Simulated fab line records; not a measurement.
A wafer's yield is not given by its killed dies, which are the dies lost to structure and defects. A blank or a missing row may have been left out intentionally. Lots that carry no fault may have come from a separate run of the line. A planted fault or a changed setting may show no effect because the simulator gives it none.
Matching of chambers    flow nand harc    4 sister chambers for NHARC_P_CONTACT_ALD_22 on ald metal-01
The step deposits TiN, target thk 3 nm, pulse time 1 s, ald cycles 150. 14 wafers are shown with their chamber, then 7 later ones without.

WAFERS, EACH WITH ITS CHAMBER
wafer   chamber  heater power outer w (W)  heater power w (W)  precursor pulse height rel
L074.2  1        654                       1044                0.995
L074.4  0        737                       1182                0.985
L074.5  3        589                       967                 0.974
L080.3  0        676                       1093                0.968
L080.4  0        684                       1117                0.987
L080.6  2        600                       1034                0.990
L084.4  3        590                       930                 1.017
L084.5  2        613                       1033                1.004
L084.6  1        686                       1094                0.991
L086.2  1        699                       1092                0.962
L086.3  2        602                       1011                0.971
L086.6  3        577                       902                 1.004
L092.1  3        596                       920                 0.976
L092.2  2        603                       1015                1.024

SIGNATURES (means of the wafers above)
reading                     chamber 0  chamber 1  chamber 2  chamber 3  scatter within a chamber
heater power outer w        699.00     679.67     604.50     588.00     18.9
heater power w              1130.67    1076.67    1023.25    929.75     29.2
precursor pulse height rel  0.98000    0.98267    0.99725    0.99275    0.0193
Rule: a wafer lies at a distance from a chamber equal to the root of the sum of squares, over the readings, of (its reading less the chamber's mean, divided by the reading's scatter). If the next closest chamber is less than 2 further off than the closest, the wafer can't be placed; otherwise it belongs to the closest. The scatter: the root of (the sum of the squares of (reading less its chamber's mean) over the shown wafers, divided by (wafers less chambers)).

WAFERS WITHOUT THEIR CHAMBER
wafer   heater power outer w (W)  heater power w (W)  precursor pulse height rel
L092.6  691                       1080                1.016
L093.2  589                       966                 0.991
L093.3  599                       1030                0.982
L093.4  673                       1057                0.997
L095.1  608                       1020                1.011
L095.2  693                       1051                0.976
L095.5  683                       1094                1.045

CHAMBER TAKEN BY EACH
wafer   from the rows above      in truth
L092.6  can't be placed: 1 or 0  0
L093.2  can't be placed: 3 or 2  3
L093.3  2                        2
L093.4  can't be placed: 1 or 0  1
L095.1  2                        2
L095.2  can't be placed: 1 or 0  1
L095.5  can't be placed: 1 or 0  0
Correct placement for 2 of the 7. Unplaceable from these rows: 5, with the true chamber sitting among the candidates in 5. 0 placed wrongly.
